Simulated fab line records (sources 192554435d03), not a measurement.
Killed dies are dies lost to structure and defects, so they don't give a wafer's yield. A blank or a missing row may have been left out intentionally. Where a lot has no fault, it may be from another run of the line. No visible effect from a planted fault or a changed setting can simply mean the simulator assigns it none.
fab line records	flow n5_finfet
[record] lots = 24	wafers = 72	last_day = 20
route steps=1938 shown BEOL_M13@1704 BEOL_M14@1748 MIM_TOP@1835
lots that met no fault: from a run of the same line without faults
start_h: the number of hours between the record's first day and the start of the first shown wafer of the lot	wait_h: hours elapsed since this lot's preceding step	" identical to the entry in the row above	L1.1+2: a row that stands for several wafers	- no value present, or no start provided	* or withheld: withheld	< > ~ a bound
route shown NAME@n: names a module that has steps shown in the file, with the first one's number in the route	usual: mean/standard deviation of fault-free wafers	same: alike in all rows	chamber/n: place in a boat	sites: each site's reading	_std_site: the values' standard deviation	_edge_site: outer sites' mean less inner sites'	radius_mm: how far each site lies from the wafer's centre	mask NAME#n: copy n	behind: the tool/chamber that last shaped the wafer	hold: cause of the lot's hold/its duration in hours/its outcome	device: which transistor (n, p or np) failed to switch	end of line: tests run on the same wafers once the route is complete	where a step has no rows: the recipe by itself	killed: the dies lost at the first sort to structure and to defects; this is not the yield of the wafer	map: a wafer's dies, x killed, . not, _ none there
set.NAME: the run value of the setting; set.NAME@STEP: its run value at that earlier step	model.NAME: the simulator's own value behind a step, which no gauge read
one table for each step of the route and one row for each wafer, over a sample of lots
services: when a tool's chamber went out of use (start_h, in hours from the record's first day, below 0 if earlier), for how many hours, and the reason
[[steps]]
[step N5_BEOL_M13_PRE_CLEAN_42]
[recipe] gas = H2/He	time_s = 30	temp_c = 250
[usual] heater_power_w = 332/21
lot.wafer	tool	chamber	start_h	wait_h	heater_power_w
L074.1	pvd_sputter-02	-	282.94	0.0	351
L074.4	"	-	"	"	357
L074.6	"	-	"	"	358
L076.2	pvd_sputter-01	-	295.83	0.0	323
L076.3	"	-	"	"	296
L076.5	"	-	"	"	290
L075.1	pvd_sputter-03	-	295.99	0.0	358
L075.4	"	-	"	"	324
L075.5	"	-	"	"	304
L078.1	pvd_sputter-02	-	311.08	0.0	322
L078.4	"	-	"	"	354
L078.6	"	-	"	"	343
L080.2	pvd_sputter-01	-	311.10	0.0	339
L080.3	"	-	"	"	300
L080.6	"	-	"	"	319
L081.1	pvd_sputter-02	-	311.48	0.0	356
L081.4	"	-	"	"	318
L081.5	"	-	"	"	342
L079.4	pvd_sputter-02	-	314.80	0.0	360
L079.5	"	-	"	"	356
L079.6	"	-	"	"	318
L077.1	pvd_sputter-02	-	315.80	0.0	345
L077.4	"	-	"	"	324
L077.5	"	-	"	"	354
L083.1	pvd_sputter-01	-	332.11	0.0	337
L083.4	"	-	"	"	291
L083.6	"	-	"	"	322
L082.1	pvd_sputter-01	-	333.69	0.0	325
L082.5	"	-	"	"	338
L082.6	"	-	"	"	285
L084.2	pvd_sputter-02	-	338.13	0.0	343
L084.3	"	-	"	"	311
L084.5	"	-	"	"	322
L086.1	pvd_sputter-01	-	344.72	0.0	293
L086.4	"	-	"	"	341
L086.5	"	-	"	"	349
L085.3	pvd_sputter-02	-	347.92	0.0	352
L085.4	"	-	"	"	356
L085.5	"	-	"	"	349
L089.3	pvd_sputter-03	-	352.45	0.0	321
L089.4	"	-	"	"	328
L089.6	"	-	"	"	351
L087.4	pvd_sputter-03	-	356.17	0.0	306
L087.5	"	-	"	"	350
L087.6	"	-	"	"	316
L088.1	pvd_sputter-03	-	367.95	0.0	293
L088.4	"	-	"	"	332
L088.6	"	-	"	"	360
L090.1	pvd_sputter-02	-	379.41	0.0	359
L090.5	"	-	"	"	341
L090.6	"	-	"	"	357
L092.2	pvd_sputter-01	-	379.85	0.0	344
L092.4	"	-	"	"	296
L092.5	"	-	"	"	336
L091.2	pvd_sputter-01	-	380.25	0.0	330
L091.3	"	-	"	"	298
L091.4	"	-	"	"	318
L093.2	pvd_sputter-03	-	382.24	0.0	323
L093.3	"	-	"	"	355
L093.4	"	-	"	"	329
L094.2	pvd_sputter-01	-	393.32	0.0	294
L094.4	"	-	"	"	335
L094.5	"	-	"	"	333
L095.1	pvd_sputter-02	-	412.48	0.0	320
L095.3	"	-	"	"	355
L095.6	"	-	"	"	345
L096.2	pvd_sputter-01	-	415.86	0.0	288
L096.4	"	-	"	"	335
L096.6	"	-	"	"	335
L097.1	pvd_sputter-01	-	437.47	0.0	339
L097.2	"	-	"	"	347
L097.5	"	-	"	"	333
[step N5_BEOL_M13_SPUTTER_44]
[recipe] material = Ta	target_thk_a = 100	temp_c = 50	bias_v = 80	power_w = 15000	chamber_pressure_pa = 0.07	time_s = 16.13
[usual] throttle_valve_pct = 30.6/0.64
lot.wafer	tool	chamber	start_h	wait_h	throttle_valve_pct
L074.1	pvd_sputter-02	-	283.06	0.0	31.2
L074.4	"	-	"	"	29.9
L074.6	"	-	"	"	30.2
L076.2	pvd_sputter-01	-	295.95	0.0	31.8
L076.3	"	-	"	"	31.4
L076.5	"	-	"	"	31.4
L075.1	pvd_sputter-03	-	296.11	0.0	30.2
L075.4	"	-	"	"	29.4
L075.5	"	-	"	"	30.5
L078.1	pvd_sputter-02	-	311.20	0.0	30.0
L078.4	"	-	"	"	30.2
L078.6	"	-	"	"	31.0
L080.2	pvd_sputter-01	-	311.22	0.0	31.1
L080.3	"	-	"	"	31.4
L080.6	"	-	"	"	31.7
L081.1	pvd_sputter-02	-	311.60	0.0	30.0
L081.4	"	-	"	"	29.8
L081.5	"	-	"	"	31.0
L079.4	pvd_sputter-02	-	314.92	0.0	31.1
L079.5	"	-	"	"	30.0
L079.6	"	-	"	"	29.9
L077.1	pvd_sputter-02	-	315.92	0.0	31.2
L077.4	"	-	"	"	29.9
L077.5	"	-	"	"	30.2
L083.1	pvd_sputter-01	-	332.23	0.0	30.7
L083.4	"	-	"	"	31.3
L083.6	"	-	"	"	31.5
L082.1	pvd_sputter-01	-	333.81	0.0	31.6
L082.5	"	-	"	"	30.7
L082.6	"	-	"	"	31.4
L084.2	pvd_sputter-02	-	338.25	0.0	31.2
L084.3	"	-	"	"	30.0
L084.5	"	-	"	"	29.8
L086.1	pvd_sputter-01	-	344.84	0.0	31.3
L086.4	"	-	"	"	30.6
L086.5	"	-	"	"	30.3
L085.3	pvd_sputter-02	-	348.04	0.0	30.0
L085.4	"	-	"	"	29.9
L085.5	"	-	"	"	31.1
L089.3	pvd_sputter-03	-	352.57	0.0	30.1
L089.4	"	-	"	"	29.3
L089.6	"	-	"	"	30.3
L087.4	pvd_sputter-03	-	356.29	0.0	30.6
L087.5	"	-	"	"	30.1
L087.6	"	-	"	"	30.4
L088.1	pvd_sputter-03	-	368.07	0.0	30.5
L088.4	"	-	"	"	29.6
L088.6	"	-	"	"	30.1
L090.1	pvd_sputter-02	-	379.54	0.0	30.2
L090.5	"	-	"	"	31.0
L090.6	"	-	"	"	30.3
L092.2	pvd_sputter-01	-	379.97	0.0	30.3
L092.4	"	-	"	"	31.3
L092.5	"	-	"	"	30.9
L091.2	pvd_sputter-01	-	380.37	0.0	30.8
L091.3	"	-	"	"	31.5
L091.4	"	-	"	"	31.6
L093.2	pvd_sputter-03	-	382.36	0.0	29.9
L093.3	"	-	"	"	30.0
L093.4	"	-	"	"	29.6
L094.2	pvd_sputter-01	-	393.44	0.0	31.4
L094.4	"	-	"	"	31.1
L094.5	"	-	"	"	31.6
L095.1	pvd_sputter-02	-	412.60	0.0	30.0
L095.3	"	-	"	"	29.9
L095.6	"	-	"	"	31.2
L096.2	pvd_sputter-01	-	415.98	0.0	31.1
L096.4	"	-	"	"	30.1
L096.6	"	-	"	"	30.8
L097.1	pvd_sputter-01	-	437.59	0.0	30.9
L097.2	"	-	"	"	30.1
L097.5	"	-	"	"	30.8
[step N5_BEOL_M14_INSPECT_30]
[recipe] mode = adi	inspect_instrument = macro
[usual] raw_defect_count = 2.1/1.4
lot.wafer	tool	chamber	start_h	wait_h	raw_defect_count
L074.1	defect_inspect-02	-	285.98	0.0	3
L074.4	"	-	"	"	2
L074.6	"	-	"	"	3
L076.2	defect_inspect-01	-	298.58	0.0	4
L076.3	"	-	"	"	2
L076.5	"	-	"	"	0
L075.1	defect_inspect-01	-	299.18	0.0	2
L075.4	"	-	"	"	2
L075.5	"	-	"	"	1
L078.1	defect_inspect-01	-	313.85	0.0	1
L078.4	"	-	"	"	0
L078.6	"	-	"	"	3
L080.2	defect_inspect-02	-	314.34	0.0	2
L080.3	"	-	"	"	2
L080.6	"	-	"	"	1
L081.1	defect_inspect-02	-	314.50	0.0	2
L081.4	"	-	"	"	1
L081.5	"	-	"	"	4
L079.4	defect_inspect-01	-	317.63	0.0	1
L079.5	"	-	"	"	2
L079.6	"	-	"	"	3
L077.1	defect_inspect-02	-	319.00	0.0	1
L077.4	"	-	"	"	1
L077.5	"	-	"	"	3
L083.1	defect_inspect-02	-	335.46	0.0	4
L083.4	"	-	"	"	4
L083.6	"	-	"	"	0
L082.1	defect_inspect-01	-	336.49	0.0	0
L082.5	"	-	"	"	1
L082.6	"	-	"	"	4
L084.2	defect_inspect-01	-	341.93	0.0	4
L084.3	"	-	"	"	0
L084.5	"	-	"	"	3
L086.1	defect_inspect-01	-	347.88	0.0	3
L086.4	"	-	"	"	4
L086.5	"	-	"	"	1
L085.3	defect_inspect-01	-	351.52	0.0	1
L085.4	"	-	"	"	3
L085.5	"	-	"	"	4
L089.3	defect_inspect-02	-	356.59	0.0	3
L089.4	"	-	"	"	1
L089.6	"	-	"	"	2
L087.4	defect_inspect-02	-	359.88	0.0	1
L087.5	"	-	"	"	1
L087.6	"	-	"	"	1
L088.1	defect_inspect-02	-	370.92	0.0	3
L088.4	"	-	"	"	1
L088.6	"	-	"	"	2
L090.1	defect_inspect-02	-	382.36	0.0	1
L090.5	"	-	"	"	2
L090.6	"	-	"	"	1
L092.2	defect_inspect-02	-	383.39	0.0	1
L092.4	"	-	"	"	2
L092.5	"	-	"	"	2
L091.2	defect_inspect-01	-	383.91	0.0	0
L091.3	"	-	"	"	2
L091.4	"	-	"	"	2
L093.2	defect_inspect-01	-	385.62	0.0	2
L093.3	"	-	"	"	1
L093.4	"	-	"	"	1
L094.2	defect_inspect-01	-	397.02	0.0	1
L094.4	"	-	"	"	1
L094.5	"	-	"	"	0
L095.1	defect_inspect-01	-	415.56	0.0	3
L095.3	"	-	"	"	2
L095.6	"	-	"	"	3
L096.2	defect_inspect-02	-	418.70	0.0	4
L096.4	"	-	"	"	2
L096.6	"	-	"	"	2
L097.1	defect_inspect-01	-	440.86	0.0	0
L097.2	"	-	"	"	2
L097.5	"	-	"	"	2
[step N5_BEOL_M14_DESCUM_33]
[recipe] chemistry = O2	time_s = 7.9	source_power_w = 50	bias_power_w = 20	pressure_mtorr = 20	rf_frequency_hz = 2.712e+07	temp_c = 40	o2_flow_sccm = 225
[usual] drypump_motor_current_A = 5.6/0.49	oes_product_au = 0.81/0.058	rf_fwd_power_W = 49.30/0.23	rf_vpp_V = 243.6/1.5	showerhead_plenum_p_Torr = 2.13/0.077	throttle_valve_pct = 20.39/0.13
lot.wafer	tool	chamber	start_h	wait_h	drypump_motor_current_A	oes_product_au	rf_fwd_power_W	rf_hours_counter_h	rf_vpp_V	showerhead_plenum_p_Torr	throttle_valve_pct
L074.1	rie_diel-03	0	286.01	0.0	5.5	0.91	48.94	37	242.2	2.04	20.11
L074.4	"	2	"	"	5.3	0.71	49.15	241	241.4	1.97	20.55
L074.6	"	0	"	"	5.5	0.90	49.11	-	241.5	2.04	20.11
L076.2	rie_diel-04	2	298.65	0.1	6.1	0.76	49.77	135	243.1	2.11	20.32
L076.3	"	3	"	"	6.0	0.90	49.50	36	245.7	2.21	20.39
L076.5	"	3	"	"	6.0	0.90	49.55	-	245.6	2.21	20.40
L075.1	rie_diel-04	2	299.63	0.4	6.1	0.76	49.47	136	242.9	2.11	20.32
L075.4	"	0	"	"	5.3	0.83	48.98	-	241.5	2.03	20.37
L075.5	"	2	"	"	6.1	0.77	49.77	-	242.9	2.11	20.33
L078.1	rie_diel-01	2	314.11	0.3	5.3	0.85	49.39	65	245.1	2.21	20.37
L078.4	"	1	"	"	5.1	0.83	49.31	80	244.9	2.21	20.42
L078.6	"	3	"	"	6.3	0.83	49.01	-	243.7	2.04	20.55
L080.2	rie_diel-03	3	314.39	0.1	4.8	0.68	49.27	246	243.6	2.15	20.79
L080.3	"	0	"	"	5.5	0.89	49.00	45	242.5	2.03	20.13
L080.6	"	3	"	"	4.9	0.68	49.48	-	243.9	2.15	20.80
L081.1	rie_diel-04	2	314.58	0.1	6.1	0.75	49.31	143	242.7	2.10	20.34
L081.4	"	0	"	"	5.4	0.82	49.11	-	242.2	2.02	20.37
L081.5	"	2	"	"	6.1	0.75	49.42	-	243.8	2.10	20.33
L079.4	rie_diel-04	0	317.66	0.0	5.3	0.81	49.17	92	242.1	2.02	20.38
L079.5	"	2	"	"	6.1	0.75	49.57	-	243.4	2.10	20.34
L079.6	"	1	"	"	5.0	0.82	49.29	-	245.7	2.21	20.15
L077.1	rie_diel-01	3	319.21	0.2	6.3	0.82	49.02	77	242.0	2.04	20.54
L077.4	"	2	"	"	5.3	0.85	49.11	68	244.9	2.21	20.37
L077.5	"	0	"	"	5.7	0.77	49.52	-	244.0	2.10	20.39
L083.1	rie_diel-04	0	335.49	0.0	5.3	0.81	48.77	99	242.9	2.02	20.39
L083.4	"	3	"	"	6.0	0.89	49.83	51	245.7	2.21	20.41
L083.6	"	1	"	"	5.1	0.81	49.53	-	245.3	2.21	20.15
L082.1	rie_diel-01	0	337.41	0.9	5.7	0.75	49.58	144	243.4	2.09	20.39
L082.5	"	3	"	"	6.3	0.81	49.13	-	241.5	2.04	20.55
L082.6	"	2	"	"	5.3	0.83	49.21	-	245.6	2.21	20.38
L084.2	rie_diel-01	2	341.96	0.0	5.4	0.83	49.19	77	244.7	2.21	20.37
L084.3	"	3	"	"	6.3	0.81	48.89	85	242.5	2.04	20.56
L084.5	"	1	"	"	5.1	0.81	49.37	-	245.9	2.20	20.43
L086.1	rie_diel-01	0	347.92	0.0	5.8	0.76	49.45	148	242.3	2.09	20.40
L086.4	"	2	"	"	5.4	0.82	48.77	79	244.9	2.21	20.38
L086.5	"	3	"	"	6.3	0.81	49.17	-	242.5	2.03	20.56
L085.3	rie_diel-03	2	351.59	0.1	5.3	0.98	49.27	10	244.8	2.23	20.19
L085.4	"	2	"	"	5.3	0.96	49.36	-	243.6	2.23	20.20
L085.5	"	0	"	"	5.5	0.86	49.03	-	242.9	2.03	20.15
L089.3	rie_diel-01	1	357.85	1.3	5.1	0.80	49.18	97	244.8	2.20	20.43
L089.4	"	3	"	"	6.3	0.81	48.93	91	242.1	2.03	20.58
L089.6	"	0	"	"	5.8	0.75	49.49	-	244.0	2.09	20.41
L087.4	rie_diel-01	3	359.91	0.0	6.3	0.81	49.21	93	242.5	2.03	20.58
L087.5	"	1	"	"	5.1	0.81	49.22	-	242.9	2.20	20.43
L087.6	"	2	"	"	5.3	0.83	49.29	-	244.8	2.21	20.39
L088.1	rie_diel-04	3	371.36	0.4	6.0	0.87	49.77	64	245.4	2.20	20.43
L088.4	"	2	"	"	6.1	0.74	49.34	163	242.0	2.10	20.37
L088.6	"	0	"	"	5.3	0.80	48.92	-	241.4	2.02	20.40
L090.1	rie_diel-04	1	382.50	0.1	5.0	0.80	49.32	85	246.7	2.21	20.20
L090.5	"	2	"	"	6.1	0.74	49.36	-	243.7	2.09	20.38
L090.6	"	1	"	"	5.0	0.80	49.24	-	244.0	2.21	20.21
L092.2	rie_diel-01	3	383.67	0.3	6.3	0.79	49.11	102	243.0	2.03	20.57
L092.4	"	0	"	"	5.7	0.74	49.63	162	243.7	2.09	20.42
L092.5	"	0	"	"	5.7	0.75	49.66	-	243.9	2.09	20.44
L091.2	rie_diel-04	0	383.94	0.0	5.3	0.78	49.11	115	241.5	2.02	20.41
L091.3	"	3	"	"	6.0	0.85	49.57	69	245.8	2.20	20.45
L091.4	"	2	"	"	6.1	0.73	49.63	167	243.2	2.09	20.37
L093.2	rie_diel-04	0	385.74	0.1	5.3	0.78	49.04	115	241.9	2.02	20.41
L093.3	"	1	"	"	5.1	0.80	49.22	87	243.8	2.20	20.21
L093.4	"	3	"	"	6.0	0.85	49.51	69	246.0	2.20	20.43
L094.2	rie_diel-03	2	397.06	0.0	5.3	0.94	49.46	24	244.7	2.22	20.22
L094.4	"	3	"	"	4.9	0.96	49.19	12	243.5	2.14	20.39
L094.5	"	1	"	"	6.5	0.79	49.62	-	244.1	2.18	20.46
L095.1	rie_diel-03	0	415.60	0.0	5.5	0.84	49.24	83	241.0	2.02	20.19
L095.3	"	1	"	"	6.5	0.78	49.35	145	243.8	2.18	20.47
L095.6	"	0	"	"	5.5	0.84	48.97	-	241.0	2.02	20.18
L096.2	rie_diel-01	0	418.74	0.0	5.7	0.73	49.64	173	242.4	2.08	20.45
L096.4	"	1	"	"	5.1	0.77	49.36	118	245.9	2.19	20.47
L096.6	"	3	"	"	6.3	0.78	49.10	-	241.7	2.03	20.60
L097.1	rie_diel-04	3	441.12	0.3	6.1	0.83	49.39	86	243.2	2.20	20.46
L097.2	"	2	"	"	6.1	0.73	49.19	184	243.0	2.09	20.42
L097.5	"	0	"	"	5.3	0.78	49.03	-	241.4	2.01	20.43
[step N5_BEOL_M14_ETCH_68]
[recipe] chemistry = N2/H2	target = SOC	mask_material = SiARC	source_w = 3000	bias_w = 350	temp_c = 40	time_s = 450	ion_energy_ev = 200	pressure_mtorr = 30	n2_flow_sccm = 200	h2_flow_sccm = 200
[usual] drypump_motor_current_A = 5.6/0.49	oes_product_au = 0.81/0.058	rf_fwd_power_W = 2995/9	rf_vpp_V = 525.1/2.8	showerhead_plenum_p_Torr = 2.59/0.097	throttle_valve_pct = 17.72/0.14
lot.wafer	tool	chamber	start_h	wait_h	drypump_motor_current_A	oes_product_au	rf_fwd_power_W	rf_hours_counter_h	rf_vpp_V	showerhead_plenum_p_Torr	throttle_valve_pct
L074.1	rie_diel-03	0	286.19	0.1	5.5	0.90	3003	37	522.7	2.47	17.36
L074.4	"	2	"	"	5.3	0.70	3006	241	520.1	2.41	18.06
L074.6	"	0	"	"	5.5	0.90	3007	-	521.0	2.48	17.37
L076.2	rie_diel-04	2	298.83	0.1	6.1	0.77	3004	135	526.1	2.54	17.58
L076.3	"	3	"	"	6.1	0.90	3002	36	528.2	2.70	17.72
L076.5	"	3	"	"	6.0	0.91	3004	-	528.7	2.70	17.69
L075.1	rie_diel-04	2	299.81	0.1	6.1	0.76	2999	136	523.9	2.54	17.58
L075.4	"	0	"	"	5.3	0.82	2985	-	522.9	2.47	17.71
L075.5	"	2	"	"	6.1	0.76	3007	-	523.1	2.54	17.59
L078.1	rie_diel-01	2	314.29	0.1	5.3	0.85	2979	66	528.8	2.69	17.66
L078.4	"	1	"	"	5.1	0.82	3006	80	527.7	2.68	17.74
L078.6	"	3	"	"	6.3	0.83	3001	-	522.7	2.47	17.87
L080.2	rie_diel-03	3	314.57	0.1	4.8	0.68	2989	247	525.7	2.60	18.21
L080.3	"	0	"	"	5.5	0.88	3011	45	523.5	2.47	17.38
L080.6	"	3	"	"	4.9	0.68	2985	-	525.9	2.60	18.19
L081.1	rie_diel-04	2	314.76	0.1	6.2	0.75	3007	143	525.0	2.54	17.59
L081.4	"	0	"	"	5.3	0.81	2989	-	521.1	2.47	17.72
L081.5	"	2	"	"	6.1	0.76	2987	-	523.9	2.54	17.60
L079.4	rie_diel-04	0	317.84	0.1	5.4	0.80	2995	93	520.0	2.46	17.73
L079.5	"	2	"	"	6.1	0.74	2983	-	524.3	2.54	17.61
L079.6	"	1	"	"	5.0	0.82	3008	-	529.0	2.69	17.62
L077.1	rie_diel-01	3	319.39	0.1	6.3	0.82	3002	77	520.6	2.47	17.86
L077.4	"	2	"	"	5.4	0.85	2988	68	526.5	2.69	17.65
L077.5	"	0	"	"	5.8	0.77	3004	-	522.7	2.54	17.64
L083.1	rie_diel-04	0	335.67	0.1	5.3	0.81	2986	99	521.0	2.46	17.74
L083.4	"	3	"	"	6.0	0.88	2998	51	529.2	2.69	17.72
L083.6	"	1	"	"	5.0	0.82	2999	-	526.6	2.69	17.63
L082.1	rie_diel-01	0	337.59	0.1	5.8	0.76	2996	144	524.4	2.54	17.65
L082.5	"	3	"	"	6.3	0.83	2990	-	521.2	2.47	17.87
L082.6	"	2	"	"	5.3	0.84	2984	-	528.1	2.68	17.65
L084.2	rie_diel-01	2	342.14	0.1	5.4	0.83	2991	77	528.2	2.68	17.68
L084.3	"	3	"	"	6.3	0.82	3001	85	521.0	2.47	17.88
L084.5	"	1	"	"	5.1	0.81	2994	-	528.5	2.68	17.78
L086.1	rie_diel-01	0	348.10	0.1	5.7	0.75	2999	148	524.3	2.53	17.67
L086.4	"	2	"	"	5.4	0.82	3004	79	527.7	2.68	17.68
L086.5	"	3	"	"	6.3	0.81	2986	-	522.1	2.47	17.86
L085.3	rie_diel-03	2	351.77	0.1	5.3	0.96	2980	10	529.4	2.72	17.65
L085.4	"	2	"	"	5.3	0.97	2981	-	528.2	2.72	17.65
L085.5	"	0	"	"	5.5	0.86	2992	-	522.1	2.46	17.42
L089.3	rie_diel-01	1	358.03	0.1	5.1	0.80	3001	97	526.3	2.68	17.79
L089.4	"	3	"	"	6.3	0.80	2988	92	522.5	2.47	17.88
L089.6	"	0	"	"	5.8	0.75	2989	-	524.2	2.53	17.68
L087.4	rie_diel-01	3	360.09	0.1	6.3	0.81	2989	93	523.2	2.47	17.87
L087.5	"	1	"	"	5.1	0.80	3000	-	527.5	2.68	17.77
L087.6	"	2	"	"	5.4	0.83	3009	-	526.3	2.68	17.70
L088.1	rie_diel-04	3	371.54	0.1	6.1	0.86	2994	65	528.5	2.69	17.72
L088.4	"	2	"	"	6.1	0.73	3005	163	525.3	2.53	17.63
L088.6	"	0	"	"	5.3	0.79	2983	-	522.2	2.46	17.74
L090.1	rie_diel-04	1	382.68	0.1	5.0	0.79	2994	85	527.6	2.68	17.63
L090.5	"	2	"	"	6.1	0.73	2995	-	524.3	2.53	17.63
L090.6	"	1	"	"	5.1	0.80	2992	-	527.6	2.68	17.64
L092.2	rie_diel-01	3	383.85	0.1	6.3	0.80	2997	102	521.8	2.46	17.91
L092.4	"	0	"	"	5.8	0.74	2996	162	523.4	2.53	17.69
L092.5	"	0	"	"	5.7	0.74	2992	-	524.7	2.53	17.68
L091.2	rie_diel-04	0	384.13	0.1	5.3	0.80	2996	115	521.6	2.46	17.75
L091.3	"	3	"	"	6.1	0.86	2983	69	528.0	2.68	17.74
L091.4	"	2	"	"	6.1	0.73	2996	168	522.6	2.53	17.65
L093.2	rie_diel-04	0	385.92	0.1	5.3	0.79	2991	116	520.9	2.46	17.76
L093.3	"	1	"	"	5.1	0.80	3005	87	527.5	2.68	17.65
L093.4	"	3	"	"	6.1	0.84	3012	70	527.2	2.68	17.76
L094.2	rie_diel-03	2	397.24	0.1	5.3	0.94	2997	24	528.9	2.71	17.66
L094.4	"	3	"	"	4.9	0.97	3009	12	525.7	2.60	17.75
L094.5	"	1	"	"	6.5	0.77	2992	-	526.9	2.66	17.90
L095.1	rie_diel-03	0	415.78	0.1	5.5	0.83	2974	83	521.9	2.46	17.45
L095.3	"	1	"	"	6.4	0.77	2981	145	526.3	2.66	17.91
L095.6	"	0	"	"	5.5	0.84	2984	-	521.0	2.46	17.46
L096.2	rie_diel-01	0	418.92	0.1	5.8	0.73	2996	174	522.7	2.52	17.71
L096.4	"	1	"	"	5.1	0.77	3008	118	527.3	2.67	17.81
L096.6	"	3	"	"	6.3	0.79	2990	-	520.4	2.46	17.91
L097.1	rie_diel-04	3	441.30	0.1	6.1	0.84	3003	86	529.2	2.68	17.78
L097.2	"	2	"	"	6.1	0.72	2996	184	524.9	2.52	17.67
L097.5	"	0	"	"	5.3	0.78	2989	-	520.2	2.45	17.81
[step N5_MIM_TOP_ALD_01]
[recipe] material = HfO2	target_thk_a = 56	temp_c = withheld	ald_precursor_family = Hf-amide	ald_co_reactant = O3	pulse_time_s = 1	purge_time_s = 3	co_reactant_purge_time_s = 2	co_reactant_pulse_time_s = 3	ald_cycles = 62
[usual] precursor_pulse_height_rel = 0.999/0.021
[same] ald_cycles = 62
lot.wafer	tool	chamber	start_h	wait_h	precursor_pulse_height_rel
L074.1	ald_hk-03	2	-	-	0.990
L074.4	"	0	"	"	0.978
L074.6	"	2	"	"	1.005
L076.2	ald_hk-02	1	-	-	0.992
L076.3	"	3	"	"	1.014
L076.5	"	0	"	"	0.964
L075.1	ald_hk-03	0	-	-	0.965
L075.4	"	2	"	"	0.995
L075.5	"	2	"	"	1.044
L078.1	ald_hk-03	3	-	-	1.036
L078.4	"	0	"	"	1.001
L078.6	"	1	"	"	1.047
L080.2	ald_hk-01	1	-	-	0.991
L080.3	"	3	"	"	0.994
L080.6	"	3	"	"	0.979
L081.1	ald_hk-03	2	-	-	1.010
L081.4	"	3	"	"	0.999
L081.5	"	3	"	"	0.980
L079.4	ald_hk-02	3	-	-	1.002
L079.5	"	1	"	"	0.997
L079.6	"	2	"	"	1.017
L077.1	ald_hk-03	1	-	-	0.964
L077.4	"	0	"	"	0.988
L077.5	"	3	"	"	0.988
L083.1	ald_hk-02	1	-	-	0.981
L083.4	"	3	"	"	1.004
L083.6	"	3	"	"	0.981
L082.1	ald_hk-02	3	-	-	1.008
L082.5	"	3	"	"	0.997
L082.6	"	0	"	"	1.019
L084.2	ald_hk-02	2	-	-	0.991
L084.3	"	1	"	"	0.979
L084.5	"	1	"	"	1.010
L086.1	ald_hk-03	0	-	-	1.011
L086.4	"	1	"	"	0.968
L086.5	"	3	"	"	0.987
L085.3	ald_hk-02	1	-	-	1.016
L085.4	"	3	"	"	0.999
L085.5	"	2	"	"	0.994
L089.3	ald_hk-03	3	-	-	0.965
L089.4	"	1	"	"	0.989
L089.6	"	2	"	"	0.984
L087.4	ald_hk-02	3	-	-	0.975
L087.5	"	2	"	"	1.030
L087.6	"	1	"	"	1.005
L088.1	ald_hk-01	2	-	-	1.011
L088.4	"	3	"	"	1.011
L088.6	"	3	"	"	0.988
L090.1	ald_hk-02	2	-	-	0.980
L090.5	"	2	"	"	0.981
L090.6	"	3	"	"	0.979
L092.2	ald_hk-03	0	-	-	1.015
L092.4	"	1	"	"	1.042
L092.5	"	1	"	"	0.989
L091.2	ald_hk-02	1	-	-	0.956
L091.3	"	2	"	"	0.994
L091.4	"	0	"	"	1.016
L093.2	ald_hk-03	0	-	-	0.942
L093.3	"	1	"	"	1.033
L093.4	"	2	"	"	0.979
L094.2	ald_hk-03	2	-	-	1.012
L094.4	"	0	"	"	0.980
L094.5	"	3	"	"	1.002
L096.2	ald_hk-01	2	-	-	1.004
L096.4	"	0	"	"	0.991
L096.6	"	2	"	"	0.995
L095.1	ald_hk-03	0	-	-	1.044
L095.3	"	2	"	"	0.996
L095.6	"	3	"	"	1.002
L097.1	ald_hk-01	3	-	-	0.999
L097.2	"	2	"	"	1.018
L097.5	"	2	"	"	1.001
[[services]]
tool	chamber	start_h	hours	kind
rie_diel-01	0	264.71	3.7	repair
ald_hk-02	-	269.38	8.7	pm
ald_hk-02	-	290.83	1.2	repair
rie_diel-04	1	294.03	23.1	repair
pvd_sputter-02	-	295.39	5.2	repair
rie_diel-03	2	313.71	-	clean
rie_diel-03	2	313.71	-	consumable_replace:focus_ring
rie_diel-03	2	313.71	-	consumable_replace:showerhead
rie_diel-03	2	313.71	17.9	scheduled_down
rie_diel-03	2	313.71	17.9	vent_cycle
rie_diel-03	3	331.61	-	clean
rie_diel-03	3	331.61	-	consumable_replace:focus_ring
rie_diel-03	3	331.61	20.4	scheduled_down
rie_diel-03	3	331.61	20.4	vent_cycle
rie_diel-03	-	353.27	4.3	pm
ald_hk-01	-	357.83	14.6	pm
pvd_sputter-02	-	366.81	8.6	repair
pvd_sputter-02	-	396.80	1.1	repair
ald_hk-01	-	398.25	6.0	pm
[[key]]
fault none
